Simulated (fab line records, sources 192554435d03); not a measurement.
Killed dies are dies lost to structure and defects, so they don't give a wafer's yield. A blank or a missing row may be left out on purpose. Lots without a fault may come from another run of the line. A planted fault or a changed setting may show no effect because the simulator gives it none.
Chamber matching | flow n5_finfet | N5_GATE_CUT_PECVD_57 on pecvd-03: 3 sister chambers
The step deposits SiNx from SiH4/NH3/N2, target thk 21 nm. 3 wafers are shown with their chamber, then 10 later ones without.

WAFERS WITH THEIR CHAMBER
wafer  | chamber | throttle_valve_pct (%)
L089.2 | 2       | 35.7
L091.1 | 1       | 41.6
L091.2 | 0       | 40.2

WAFERS WITHOUT THEIR CHAMBER
wafer  | throttle_valve_pct (%)
L091.6 | 41.8
L092.1 | 41.6
L092.2 | 35.9
L092.6 | 41.6
L093.1 | 41.9
L093.4 | 41.7
L093.6 | 40.5
L095.2 | 40.5
L095.5 | 41.6
L095.6 | 35.6

WHICH CHAMBER EACH WENT THROUGH
wafer  | from the rows above | in truth
L091.6 | 1                   | 1
L092.1 | 1                   | 1
L092.2 | 2                   | 2
L092.6 | 1                   | 1
L093.1 | 1                   | 1
L093.4 | 1                   | 1
L093.6 | 0                   | 0
L095.2 | 0                   | 0
L095.5 | 1                   | 1
L095.6 | 2                   | 2
Placed correctly: 10 of 10. Can't be placed from these rows: 0. Placed wrongly: 0.
How it was worked out, from the rows above alone: a wafer's distance from a chamber is the root of the sum, over the readings, of the square of ((its reading less the chamber's mean) divided by the reading's scatter). The wafer belongs to the nearest chamber; if the next one is less than 2 further off, it can't be placed. A chamber's mean is the mean of its shown wafers. The scatter: with one shown wafer a chamber, the root of the mean of the squares of how far each hidden wafer lies from its nearest shown one.
